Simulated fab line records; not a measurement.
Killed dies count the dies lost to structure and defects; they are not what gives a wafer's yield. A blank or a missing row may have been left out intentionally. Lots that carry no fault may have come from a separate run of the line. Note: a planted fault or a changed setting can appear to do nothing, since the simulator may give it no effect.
Chamber matching ; flow n5-finfet ; N5_BEOL_M6_CURE_74 on uv-cure-02: 3 sister chambers
The step cures SiCOH lowk, time 240 s. 6 wafers are shown with their chamber, then 10 later ones without.

## WAFERS WITH THEIR CHAMBER
wafer;chamber;wafer_temp_C_max;lamp-power-pct (%)
L074.5;1;386.1;52.37
L074.6;1;386.3;52.24
L080.2;2;387.4;52.24
L080.3;2;387.3;52.46
L089.1;0;386.2;52.38
L089.3;0;386.3;52.36

## WAFERS WITHOUT THEIR CHAMBER
wafer;wafer_temp_C_max;lamp-power-pct (%)
L089.4;386.6;52.33
L093.1;385.8;52.39
L093.4;386.4;52.23
L093.6;386.2;52.28
L092.2;387.2;52.30
L092.4;386.7;52.39
L092.6;386.3;52.29
L094.1;386.0;52.27
L094.2;386.2;52.32
L094.3;385.9;52.34

## EACH ONE'S CHAMBER
wafer;from the rows above;in truth
L089.4;can't be placed: 0 or 1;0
L093.1;can't be placed: 1 or 0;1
L093.4;can't be placed: 0 or 1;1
L093.6;can't be placed: 1 or 0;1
L092.2;2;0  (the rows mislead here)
L092.4;can't be placed: 0 or 1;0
L092.6;can't be placed: 0 or 1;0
L094.1;can't be placed: 1 or 0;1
L094.2;can't be placed: 1 or 0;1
L094.3;can't be placed: 1 or 0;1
Placed correctly: 0 of 10. These rows do not allow placing 9 (true chamber among the candidates in 9). 1 placed wrongly.
How it was worked out, from the rows above alone: a wafer's distance from a chamber is the root of the sum, over the readings, of the square of ((its reading less the chamber's mean) divided by the reading's scatter). If the next closest chamber is less than 2 further off than the closest, the wafer can't be placed; otherwise it belongs to the closest. For every chamber, the mean is computed from those of its wafers that are shown. The scatter: take each reading less its chamber's mean, square it, sum over the shown wafers, divide by the number of wafers less the number of chambers, and take the root.
